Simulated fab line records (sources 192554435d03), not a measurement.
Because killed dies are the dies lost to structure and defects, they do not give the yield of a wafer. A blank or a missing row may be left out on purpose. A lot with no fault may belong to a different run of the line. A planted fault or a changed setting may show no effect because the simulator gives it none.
Matching of chambers | flow n5-finfet | N5_ILD0_ALD_15 on ald-sin-03 has 4 sister chambers
The step deposits SiNx, target thk 24 nm, pulse time 1 s, ald cycles 480. 16 wafers are shown with their chamber, then 8 later ones without.

## WAFERS PAIRED WITH THEIR CHAMBERS
wafer  | chamber | heater-power-outer-w (W) | heater-power-w (W) | precursor-pulse-height-rel
L077.2 | 0       | 489                      | 786                | 1.003
L077.4 | 3       | 557                      | 955                | 0.969
L077.5 | 1       | 502                      | 840                | 1.012
L078.1 | 0       | 478                      | 779                | 1.003
L078.2 | 3       | 576                      | 947                | 1.016
L078.6 | 1       | 497                      | 862                | 0.997
L079.2 | 2       | 504                      | 842                | 1.000
L079.3 | 0       | 477                      | 785                | 0.991
L079.4 | 1       | 493                      | 877                | 1.015
L080.1 | 0       | 496                      | 794                | 1.028
L080.3 | 3       | 565                      | 938                | 0.994
L080.4 | 1       | 505                      | 886                | 1.013
L082.1 | 0       | 495                      | 792                | 1.037
L082.3 | 3       | 571                      | 931                | 0.964
L082.5 | 0       | 480                      | 769                | 0.996
L084.2 | 3       | 576                      | 958                | 0.948

SIGNATURES (averages over the wafers above)
reading                    | chamber 0 | chamber 1 | chamber 2 | chamber 3 | scatter within a chamber
heater-power-outer-w       | 485.83    | 499.25    | 504.00    | 569.00    | 7.73
heater-power-w             | 784.17    | 866.25    | 842.00    | 945.80    | 13.4
precursor-pulse-height-rel | 1.00967   | 1.00925   | 1.00000   | 0.97820   | 0.02
Rule: for each reading, subtract the chamber's mean from the wafer's reading, divide by that reading's scatter and square the result; add these up over the readings and take the root, which gives the wafer's distance from the chamber. The wafer belongs to the nearest chamber; if the next one is less than 2 further off, it can't be placed. How the scatter is found: for the shown wafers, subtract from each reading the mean of its chamber, square and add these, divide the total by (wafers less chambers), then take the root.

## WAFERS WITH NO CHAMBER GIVEN
wafer  | heater-power-outer-w (W) | heater-power-w (W) | precursor-pulse-height-rel
L084.5 | 557                      | 940                | 0.997
L084.6 | 480                      | 854                | 1.001
L090.2 | 571                      | 946                | 0.995
L090.4 | 477                      | 774                | 1.000
L090.5 | 489                      | 797                | 1.010
L091.3 | 565                      | 938                | 1.017
L091.5 | 489                      | 798                | 0.958
L091.6 | 507                      | 857                | 1.056

## CHAMBER TAKEN BY EACH
wafer  | from the rows above     | in truth
L084.5 | 3                       | 3
L084.6 | can't be placed: 1 or 2 | 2
L090.2 | 3                       | 3
L090.4 | 0                       | 0
L090.5 | 0                       | 0
L091.3 | 3                       | 3
L091.5 | can't be placed: 0 or 2 | 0
L091.6 | can't be placed: 1 or 2 | 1
5 of 8 placed correctly. From these rows, 3 cannot be placed; in 3 the true chamber is one of the candidates. 0 placed wrongly.
